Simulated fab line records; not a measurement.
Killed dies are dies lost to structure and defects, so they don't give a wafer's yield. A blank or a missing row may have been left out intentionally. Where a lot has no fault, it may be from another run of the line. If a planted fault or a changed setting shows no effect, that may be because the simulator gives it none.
The tool behind it: which one? / flow nand_harc / Sampling: 12 lots, 36 wafers, 4 of 1302 route steps

== WHAT THE GAUGES READ, wafer by wafer ==
NHARC_END_SORT_01. Usual: killed_at_array 59, standard deviation 21; killed_at_other 1.0, standard deviation 1.1; killed_at_periphery 4.0, standard deviation 2.6; killed_dies 64, standard deviation 21; killed_open 3.2, standard deviation 1.7; killed_short 2.5, standard deviation 1.5.
lot=L275; measured=day 29 01:25; on=prober-02; killed_at_array=673 673 673; killed_at_other=1 2 1; killed_at_periphery=3 2 3; killed_dies=677 677 677; killed_open=3 1 2; killed_short=3 2 1; flag=OFF
lot=L274; measured=day 29 01:24; on=prober-01; killed_at_array=673 673 675; killed_at_other=1 1 0; killed_at_periphery=3 3 2; killed_dies=677 677 677; killed_open=4 4 4; killed_short=3 1 2; flag=OFF
lot=L276; measured=day 29 22:45; on=prober-01; killed_at_array=668 668 672; killed_at_other=0 2 2; killed_at_periphery=9 7 3; killed_dies=677 677 677; killed_open=1 1 2; killed_short=4 2 2; flag=OFF

== TOOL THAT RAN EACH LOT (tool first, then ch and the chambers of the sampled wafers, then the start) ==
lot=L265; NHARC_A_SGD_CUT_ETCH_58=rie_diel-10 ch 0,2,3, day 19 19:20; NHARC_A_SGD_CUT_ETCH_59=rie_diel-10 ch 0,2,3, no start; NHARC_A_SGD_CUT_STRIP_17=rie_diel-10 ch 0,1,2, no start
lot=L267; NHARC_A_SGD_CUT_ETCH_58=rie_diel-01 ch 0,2,3, day 21 12:14; NHARC_A_SGD_CUT_ETCH_59=rie_diel-01 ch 1,3, no start; NHARC_A_SGD_CUT_STRIP_17=rie_diel-01 ch 1,2,3, no start
lot=L271; NHARC_A_SGD_CUT_ETCH_58=rie_diel-07 ch 0,2,3, day 23 00:40; NHARC_A_SGD_CUT_ETCH_59=rie_diel-07 ch 2,3, no start; NHARC_A_SGD_CUT_STRIP_17=rie_diel-07 ch 0,1, no start
lot=L272; NHARC_A_SGD_CUT_ETCH_58=rie_diel-01 ch 0,1, day 23 14:43; NHARC_A_SGD_CUT_ETCH_59=rie_diel-01 ch 1,2,3, no start; NHARC_A_SGD_CUT_STRIP_17=rie_diel-01 ch 0,1, no start
lot=L275; NHARC_A_SGD_CUT_ETCH_58=rie_diel-01 ch 1,2,3, day 23 18:04; NHARC_A_SGD_CUT_ETCH_59=rie_diel-01 ch 1,3, day 23 18:11; NHARC_A_SGD_CUT_STRIP_17=rie_diel-01 ch 0,2, day 29 01:25 or earlier
lot=L274; NHARC_A_SGD_CUT_ETCH_58=rie_diel-07 ch 0,2, day 23 19:25; NHARC_A_SGD_CUT_ETCH_59=rie_diel-07 ch 0,2,3, day 23 19:32; NHARC_A_SGD_CUT_STRIP_17=rie_diel-07 ch 2,3, day 29 01:24 or earlier
lot=L276; NHARC_A_SGD_CUT_ETCH_58=rie_diel-01 ch 0,2,3, day 24 15:28; NHARC_A_SGD_CUT_ETCH_59=rie_diel-01 ch 0,2,3, day 24 15:34; NHARC_A_SGD_CUT_STRIP_17=rie_diel-01 ch 0,1,3, day 29 22:45 or earlier
lot=L279; NHARC_A_SGD_CUT_ETCH_58=rie_diel-01 ch 0,1,3, day 25 08:14; NHARC_A_SGD_CUT_ETCH_59=rie_diel-01 ch 0,1,2, no start; NHARC_A_SGD_CUT_STRIP_17=rie_diel-01 ch 0,1,3, no start
lot=L280; NHARC_A_SGD_CUT_ETCH_58=rie_diel-01 ch 0,1,3, day 27 05:37; NHARC_A_SGD_CUT_ETCH_59=rie_diel-01 ch 0,1,3, no start; NHARC_A_SGD_CUT_STRIP_17=rie_diel-01 ch 0,3, no start
lot=L282; NHARC_A_SGD_CUT_ETCH_58=rie_diel-07 ch 2,3, day 27 06:02; NHARC_A_SGD_CUT_ETCH_59=rie_diel-07 ch 0,2, no start; NHARC_A_SGD_CUT_STRIP_17=rie_diel-07 ch 0,1,2, no start
lot=L283; NHARC_A_SGD_CUT_ETCH_58=rie_diel-07 ch 0,2, day 27 21:50; NHARC_A_SGD_CUT_ETCH_59=rie_diel-07 ch 0,1, no start; NHARC_A_SGD_CUT_STRIP_17=rie_diel-07 ch 1,2, no start
lot=L286; NHARC_A_SGD_CUT_ETCH_58=rie_diel-01 ch 0,1,2, day 28 12:00; NHARC_A_SGD_CUT_ETCH_59=rie_diel-01 ch 0,1,2, no start; NHARC_A_SGD_CUT_STRIP_17=rie_diel-01 ch 0,1, no start
- NHARC_A_SGD_CUT_ETCH_58: etches the open film in CF4, target depth 39 nm, time 65 s.
- NHARC_A_SGD_CUT_ETCH_59: etches the open film in N2/H2, target depth 260 nm, time 406.25 s.
- NHARC_A_SGD_CUT_STRIP_17: strips in O2.

== AS READ BY THE TOOLS THEMSELVES (means over the sampled wafers that have a number; for cases with no such wafer, the mark the record gives instead) ==
NHARC_A_SGD_CUT_ETCH_58. Usual: bias_w is 100.04 W with standard deviation 0.29, cf4_flow_sccm is 150.0 sccm with standard deviation 0.47, drypump_motor_current_A is 5.8 A with standard deviation 0.4, oes_product_au is 1.007 a.u. with standard deviation 0.011, rf_vpp_V is 151.4 V with standard deviation 1.1, showerhead_plenum_p_Torr is 1.78 Torr with standard deviation 0.069, and throttle_valve_pct is 13.283 % with standard deviation 0.0092.
lot=L265; tool=rie_diel-10; bias_w (W)=100.35; cf4_flow_sccm (sccm)=150.6; drypump_motor_current_A (A)=5.8; oes_product_au (a.u.)=1.000; rf_vpp_V (V)=151.1; showerhead_plenum_p_Torr (Torr)=1.78; throttle_valve_pct (%)=13.285; flag=
lot=L267; tool=rie_diel-01; bias_w (W)=99.90; cf4_flow_sccm (sccm)=149.8; drypump_motor_current_A (A)=6.3; oes_product_au (a.u.)=1.013; rf_vpp_V (V)=151.3; showerhead_plenum_p_Torr (Torr)=1.74; throttle_valve_pct (%)=13.294; flag=
lot=L271; tool=rie_diel-07; bias_w (W)=100.16; cf4_flow_sccm (sccm)=150.1; drypump_motor_current_A (A)=6.0; oes_product_au (a.u.)=1.007; rf_vpp_V (V)=151.2; showerhead_plenum_p_Torr (Torr)=1.79; throttle_valve_pct (%)=13.288; flag=
lot=L272; tool=rie_diel-01; bias_w (W)=99.95; cf4_flow_sccm (sccm)=149.6; drypump_motor_current_A (A)=5.8; oes_product_au (a.u.)=1.001; rf_vpp_V (V)=152.3; showerhead_plenum_p_Torr (Torr)=1.85; throttle_valve_pct (%)=13.290; flag=
lot=L275; tool=rie_diel-01; bias_w (W)=-; cf4_flow_sccm (sccm)=-; drypump_motor_current_A (A)=-; oes_product_au (a.u.)=-; rf_vpp_V (V)=-; showerhead_plenum_p_Torr (Torr)=-; throttle_valve_pct (%)=-; flag=OFF
lot=L274; tool=rie_diel-07; bias_w (W)=-; cf4_flow_sccm (sccm)=-; drypump_motor_current_A (A)=-; oes_product_au (a.u.)=-; rf_vpp_V (V)=-; showerhead_plenum_p_Torr (Torr)=-; throttle_valve_pct (%)=-; flag=OFF
lot=L276; tool=rie_diel-01; bias_w (W)=-; cf4_flow_sccm (sccm)=-; drypump_motor_current_A (A)=-; oes_product_au (a.u.)=-; rf_vpp_V (V)=-; showerhead_plenum_p_Torr (Torr)=-; throttle_valve_pct (%)=-; flag=OFF
lot=L279; tool=rie_diel-01; bias_w (W)=100.23; cf4_flow_sccm (sccm)=149.9; drypump_motor_current_A (A)=5.9; oes_product_au (a.u.)=1.018; rf_vpp_V (V)=151.1; showerhead_plenum_p_Torr (Torr)=1.81; throttle_valve_pct (%)=13.287; flag=
lot=L280; tool=rie_diel-01; bias_w (W)=99.99; cf4_flow_sccm (sccm)=149.9; drypump_motor_current_A (A)=5.9; oes_product_au (a.u.)=1.005; rf_vpp_V (V)=151.3; showerhead_plenum_p_Torr (Torr)=1.81; throttle_valve_pct (%)=13.286; flag=
lot=L282; tool=rie_diel-07; bias_w (W)=99.88; cf4_flow_sccm (sccm)=149.7; drypump_motor_current_A (A)=6.1; oes_product_au (a.u.)=0.985; rf_vpp_V (V)=150.6; showerhead_plenum_p_Torr (Torr)=1.79; throttle_valve_pct (%)=13.279; flag=
lot=L283; tool=rie_diel-07; bias_w (W)=99.90; cf4_flow_sccm (sccm)=150.0; drypump_motor_current_A (A)=5.9; oes_product_au (a.u.)=1.007; rf_vpp_V (V)=151.1; showerhead_plenum_p_Torr (Torr)=1.80; throttle_valve_pct (%)=13.277; flag=
lot=L286; tool=rie_diel-01; bias_w (W)=100.14; cf4_flow_sccm (sccm)=149.8; drypump_motor_current_A (A)=6.0; oes_product_au (a.u.)=1.007; rf_vpp_V (V)=151.0; showerhead_plenum_p_Torr (Torr)=1.79; throttle_valve_pct (%)=13.282; flag=

NHARC_A_SGD_CUT_ETCH_59. Usual: bias_w is 150.0 W with standard deviation 0.45, chamber_pressure_mTorr is 30.000 mTorr with standard deviation 0.024, drypump_motor_current_A is 5.9 A with standard deviation 0.4, oes_product_au is 1.008 a.u. with standard deviation 0.011, rf_vpp_V is 430.7 V with standard deviation 2.6, showerhead_plenum_p_Torr is 2.05 Torr with standard deviation 0.087, and throttle_valve_pct is 14.172 % with standard deviation 0.0087.
lot=L265; tool=rie_diel-10; bias_w (W)=150.3; chamber_pressure_mTorr (mTorr)=30.005; drypump_motor_current_A (A)=5.8; oes_product_au (a.u.)=1.012; rf_vpp_V (V)=431.0; showerhead_plenum_p_Torr (Torr)=2.06; throttle_valve_pct (%)=14.174; flag=
lot=L267; tool=rie_diel-01; bias_w (W)=150.5; chamber_pressure_mTorr (mTorr)=30.000; drypump_motor_current_A (A)=5.7; oes_product_au (a.u.)=0.994; rf_vpp_V (V)=431.0; showerhead_plenum_p_Torr (Torr)=2.11; throttle_valve_pct (%)=14.167; flag=
lot=L271; tool=rie_diel-07; bias_w (W)=150.4; chamber_pressure_mTorr (mTorr)=30.027; drypump_motor_current_A (A)=6.1; oes_product_au (a.u.)=0.998; rf_vpp_V (V)=431.2; showerhead_plenum_p_Torr (Torr)=2.06; throttle_valve_pct (%)=14.168; flag=
lot=L272; tool=rie_diel-01; bias_w (W)=150.2; chamber_pressure_mTorr (mTorr)=29.974; drypump_motor_current_A (A)=6.1; oes_product_au (a.u.)=1.020; rf_vpp_V (V)=429.8; showerhead_plenum_p_Torr (Torr)=2.02; throttle_valve_pct (%)=14.168; flag=
lot=L275; tool=rie_diel-01; bias_w (W)=149.9; chamber_pressure_mTorr (mTorr)=29.981; drypump_motor_current_A (A)=5.7; oes_product_au (a.u.)=1.017; rf_vpp_V (V)=432.1; showerhead_plenum_p_Torr (Torr)=2.11; throttle_valve_pct (%)=14.165; flag=
lot=L274; tool=rie_diel-07; bias_w (W)=150.0; chamber_pressure_mTorr (mTorr)=30.023; drypump_motor_current_A (A)=6.0; oes_product_au (a.u.)=1.006; rf_vpp_V (V)=431.3; showerhead_plenum_p_Torr (Torr)=2.07; throttle_valve_pct (%)=14.179; flag=
lot=L276; tool=rie_diel-01; bias_w (W)=149.8; chamber_pressure_mTorr (mTorr)=30.008; drypump_motor_current_A (A)=6.3; oes_product_au (a.u.)=1.012; rf_vpp_V (V)=429.3; showerhead_plenum_p_Torr (Torr)=2.00; throttle_valve_pct (%)=14.177; flag=
lot=L279; tool=rie_diel-01; bias_w (W)=150.0; chamber_pressure_mTorr (mTorr)=29.995; drypump_motor_current_A (A)=6.0; oes_product_au (a.u.)=1.007; rf_vpp_V (V)=431.5; showerhead_plenum_p_Torr (Torr)=2.07; throttle_valve_pct (%)=14.172; flag=
lot=L280; tool=rie_diel-01; bias_w (W)=150.7; chamber_pressure_mTorr (mTorr)=29.995; drypump_motor_current_A (A)=5.9; oes_product_au (a.u.)=1.006; rf_vpp_V (V)=432.0; showerhead_plenum_p_Torr (Torr)=2.09; throttle_valve_pct (%)=14.173; flag=
lot=L282; tool=rie_diel-07; bias_w (W)=150.2; chamber_pressure_mTorr (mTorr)=30.000; drypump_motor_current_A (A)=5.9; oes_product_au (a.u.)=1.014; rf_vpp_V (V)=431.3; showerhead_plenum_p_Torr (Torr)=2.08; throttle_valve_pct (%)=14.179; flag=
lot=L283; tool=rie_diel-07; bias_w (W)=149.6; chamber_pressure_mTorr (mTorr)=29.973; drypump_motor_current_A (A)=5.5; oes_product_au (a.u.)=1.006; rf_vpp_V (V)=432.1; showerhead_plenum_p_Torr (Torr)=2.07; throttle_valve_pct (%)=14.176; flag=
lot=L286; tool=rie_diel-01; bias_w (W)=149.6; chamber_pressure_mTorr (mTorr)=30.011; drypump_motor_current_A (A)=6.0; oes_product_au (a.u.)=0.995; rf_vpp_V (V)=431.2; showerhead_plenum_p_Torr (Torr)=2.07; throttle_valve_pct (%)=14.170; flag=

NHARC_A_SGD_CUT_STRIP_17. Usual: drypump_motor_current_A 5.9 A, standard deviation 0.41; oes_product_au 1.007 a.u., standard deviation 0.011; rf_vpp_V 57.9 V, standard deviation 0.88; showerhead_plenum_p_Torr 3.54 Torr, standard deviation 0.14; throttle_valve_pct 17.036 %, standard deviation 0.008.
lot=L265; tool=rie_diel-10; drypump_motor_current_A (A)=5.6; oes_product_au (a.u.)=1.012; rf_vpp_V (V)=58.1; showerhead_plenum_p_Torr (Torr)=3.45; throttle_valve_pct (%)=17.036; flag=
lot=L267; tool=rie_diel-01; drypump_motor_current_A (A)=6.1; oes_product_au (a.u.)=1.008; rf_vpp_V (V)=57.7; showerhead_plenum_p_Torr (Torr)=3.49; throttle_valve_pct (%)=17.034; flag=
lot=L271; tool=rie_diel-07; drypump_motor_current_A (A)=5.5; oes_product_au (a.u.)=1.008; rf_vpp_V (V)=58.4; showerhead_plenum_p_Torr (Torr)=3.60; throttle_valve_pct (%)=17.035; flag=
lot=L272; tool=rie_diel-01; drypump_motor_current_A (A)=5.8; oes_product_au (a.u.)=0.992; rf_vpp_V (V)=59.8; showerhead_plenum_p_Torr (Torr)=3.69; throttle_valve_pct (%)=17.031; flag=
lot=L275; tool=rie_diel-01; drypump_motor_current_A (A)=6.4; oes_product_au (a.u.)=1.013; rf_vpp_V (V)=58.6; showerhead_plenum_p_Torr (Torr)=3.43; throttle_valve_pct (%)=17.038; flag=
lot=L274; tool=rie_diel-07; drypump_motor_current_A (A)=6.1; oes_product_au (a.u.)=1.002; rf_vpp_V (V)=57.7; showerhead_plenum_p_Torr (Torr)=3.56; throttle_valve_pct (%)=17.041; flag=
lot=L276; tool=rie_diel-01; drypump_motor_current_A (A)=5.9; oes_product_au (a.u.)=1.011; rf_vpp_V (V)=58.8; showerhead_plenum_p_Torr (Torr)=3.61; throttle_valve_pct (%)=17.038; flag=
lot=L279; tool=rie_diel-01; drypump_motor_current_A (A)=5.9; oes_product_au (a.u.)=1.014; rf_vpp_V (V)=56.8; showerhead_plenum_p_Torr (Torr)=3.61; throttle_valve_pct (%)=17.039; flag=
lot=L280; tool=rie_diel-01; drypump_motor_current_A (A)=6.1; oes_product_au (a.u.)=0.998; rf_vpp_V (V)=58.2; showerhead_plenum_p_Torr (Torr)=3.58; throttle_valve_pct (%)=17.040; flag=
lot=L282; tool=rie_diel-07; drypump_motor_current_A (A)=5.8; oes_product_au (a.u.)=1.010; rf_vpp_V (V)=58.9; showerhead_plenum_p_Torr (Torr)=3.57; throttle_valve_pct (%)=17.033; flag=
lot=L283; tool=rie_diel-07; drypump_motor_current_A (A)=6.2; oes_product_au (a.u.)=1.002; rf_vpp_V (V)=57.8; showerhead_plenum_p_Torr (Torr)=3.55; throttle_valve_pct (%)=17.036; flag=
lot=L286; tool=rie_diel-01; drypump_motor_current_A (A)=5.8; oes_product_au (a.u.)=1.005; rf_vpp_V (V)=58.2; showerhead_plenum_p_Torr (Torr)=3.69; throttle_valve_pct (%)=17.036; flag=

== THE ANSWER, worked out from the rows above alone ==
Rule: take the mean of a lot's wafers that have a number; if it is more than 3 standard deviations from the usual mean, the lot is off. A lot without any number at a reading at which 4 lots or more have one is off too. Any other lot the step has rows for is counted as sound. First the gauges in route order, then the tools' own readings, where a lot's mean is used as printed above. The first step at which some lot is off is used, and at that step the reading that is off furthest; a lot without a number counts as furthest.
Off at NHARC_END_SORT_01 (killed_at_array): L275, L274, L276. Neither off nor sound, because the step has no rows for them: L265, L267, L271, L272, L279, L280, L282, L283, L286.
A tool fits if, at a process step before that reading, it ran every lot that is off, and no sound lot after the first of them. The gauges at NHARC_END_SORT_01 aren't tried: what is off there is off at NHARC_A_SGD_CUT_ETCH_58 too, on other tools, and a gauge's error can't cause that. With no start given for some of its lots, NHARC_A_SGD_CUT_STRIP_17 uses the hours and lot order of NHARC_END_SORT_01. Of those tried, none fits.

== WHAT HAD BEEN PUT IN BY THE SIMULATOR ==
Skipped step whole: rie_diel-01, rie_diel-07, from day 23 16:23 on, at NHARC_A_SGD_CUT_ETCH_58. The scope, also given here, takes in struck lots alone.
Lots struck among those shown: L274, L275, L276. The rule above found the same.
